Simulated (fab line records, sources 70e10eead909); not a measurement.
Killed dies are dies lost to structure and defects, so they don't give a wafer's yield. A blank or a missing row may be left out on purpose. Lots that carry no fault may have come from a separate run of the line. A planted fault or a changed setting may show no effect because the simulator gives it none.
Code-filled problem report in 8D (eight disciplines) form	flow nand_harc	the parts of the form that need people (team, actions taken, sign-off) are left out

== 1. THE PROBLEM ==
Mean of killed_at_other at NHARC_END_SORT_01: 581.5 over 2 wafers from 1 lot, against 0.7 (standard deviation 0.93) on wafers with no fault. So: +99 or more standard deviations from the usual mean.
Seen first at day 20 21:47 on prober-02, wafer L293.4. At this step, 6 wafers from 2 lots have a number in the record. Rule for "out" (also "out of limits"): further than 4 standard deviations from the usual mean. Any other wafer with a number is counted as sound.

== 2. WHAT IT IS, WHAT IT ISN'T ==
question	is	is not
which readings at this step	killed_at_other, defect_limited_yield, killed_dies, sort_bin_2_pct, sort_n_pass, sort_rim_yield_pct, sort_yield_pct	killed_at_array, killed_at_periphery, killed_open, killed_short, sort_bin_3_pct, sort_bin_4_pct
which lots	L293	L304
which wafers of those lots	L293.4, L293.6	L293.1
read on which gauges	prober-02	prober-01
when	from day 20 21:47	up to then (1 sound wafer); but 3 sound wafers of L304 came after

== 3. WHAT RULES OUT EACH SUSPECT ==
Counting: any tool at a process step up to the reading remains a suspect provided it ran every lot that is out. Sound lots after the first of them don't rule it out here, since some wafers of a struck lot are sound.
- ruled out: the gauge at NHARC_END_SORT_01. All the wafers that are out were read on prober-02, but those of them that NHARC_THIN_TSV_ETCHBACK_48 has rows for are out there too, on other tools.
- pvd_sputter-03 at NHARC_A_BONDPAD_PVD_27 (deposits Cu, target thk 30 nm, time 20.49 s): kept. It ran the lot that is out, L293 (day 20 02:51). NHARC_A_BONDPAD_PVD_27: start missing for some lots; hours and lot order therefore follow NHARC_THIN_TSV_DEP_43.
- pecvd-01 at NHARC_THIN_TSV_DEP_43 (deposits SiO2, target thk 1328.5 nm): kept. It ran the lot that is out, L293 (day 20 02:51).
- rie_diel-09 at NHARC_THIN_TSV_DESCUM_14 (chemistry O2, time 3 s): kept. It ran the lot that is out, L293 (day 20 03:50).
- rie_diel-12 at NHARC_THIN_TSV_ETCHBACK_48 (etches the open film in C4F8/Ar, target depth 1028.5 nm, time 405.17 s): kept. It ran the lot that is out, L293 (day 20 07:03). Its own readings are out on those wafers: run_length_s.
- Within pecvd-01 at NHARC_THIN_TSV_DEP_43: the wafers that are out ran in chambers 0, 2; their sound lot-mates ran in chamber 1.
- Within rie_diel-12 at NHARC_THIN_TSV_ETCHBACK_48: the wafers that are out ran in chambers 0, 3; their sound lot-mates ran in chamber 1.
Left after counting: pvd_sputter-03 at NHARC_A_BONDPAD_PVD_27, pecvd-01 at NHARC_THIN_TSV_DEP_43, rie_diel-09 at NHARC_THIN_TSV_DESCUM_14, rie_diel-12 at NHARC_THIN_TSV_ETCHBACK_48.

== 4. THE CAUSE (what the simulator had put in) ==
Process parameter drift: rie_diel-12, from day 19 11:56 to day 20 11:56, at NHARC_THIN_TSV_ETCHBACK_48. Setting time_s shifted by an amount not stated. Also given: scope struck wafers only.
4 suspects survive the count, and this tool is in that group.

== 5. SEQUENCE OF EFFECTS, ordered by route ==
Each row: a reading whose mean over the struck wafers that have a number lies more than 3 standard deviations from the usual. Scope: only readings with a usual standard deviation given in the record; hours: median across lots of the time from each lot's start at the first step in this table that gives one to its start at this step; sigmas: change in usual standard deviations.
hours	step	reading	usual	on struck wafers	change	sigmas
0	NHARC_THIN_TSV_ETCHBACK_48	run_length_s	426.4 s	325.9	-100.4	-99 or more
15	NHARC_END_SORT_01	defect_limited_yield	95.6 %	9.8	-85.8	-50
15	NHARC_END_SORT_01	killed_at_other	0.7	581.5	+580.8	+99 or more
15	NHARC_END_SORT_01	killed_dies	30	611	+581	+53
15	NHARC_END_SORT_01	sort_bin_2_pct	1.4 %	86.9	+85.5	+99 or more
15	NHARC_END_SORT_01	sort_n_pass	647	66	-581	-53
15	NHARC_END_SORT_01	sort_rim_yield_pct	95.4 %	11.3	-84.1	-31
15	NHARC_END_SORT_01	sort_yield_pct	95.6 %	9.8	-85.8	-50
Its process steps:
- NHARC_THIN_TSV_ETCHBACK_48: etches the open film in C4F8/Ar, target depth 1028.5 nm, time 405.17 s.
Readings that are blank on the struck wafers while sound wafers have them: bias_w at NHARC_THIN_TSV_ETCHBACK_48; rf_fwd_power_W at NHARC_THIN_TSV_ETCHBACK_48.

== 6. WHAT WOULD HAVE CAUGHT IT SOONER ==
The first out-of-limits reading at a measuring or inspecting step in this record came at day 20 21:47, 34 hours after the fault's start at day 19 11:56.
Tool's own readings at NHARC_THIN_TSV_ETCHBACK_48, run_length_s: out on all struck wafers the step has rows for; an alarm limit on them would have tripped on the first.
All the lots that are out (1) had begun NHARC_THIN_TSV_ETCHBACK_48 on rie_diel-12 by day 20 21:47. Had the tool been put on hold then, not one of them would have been saved.
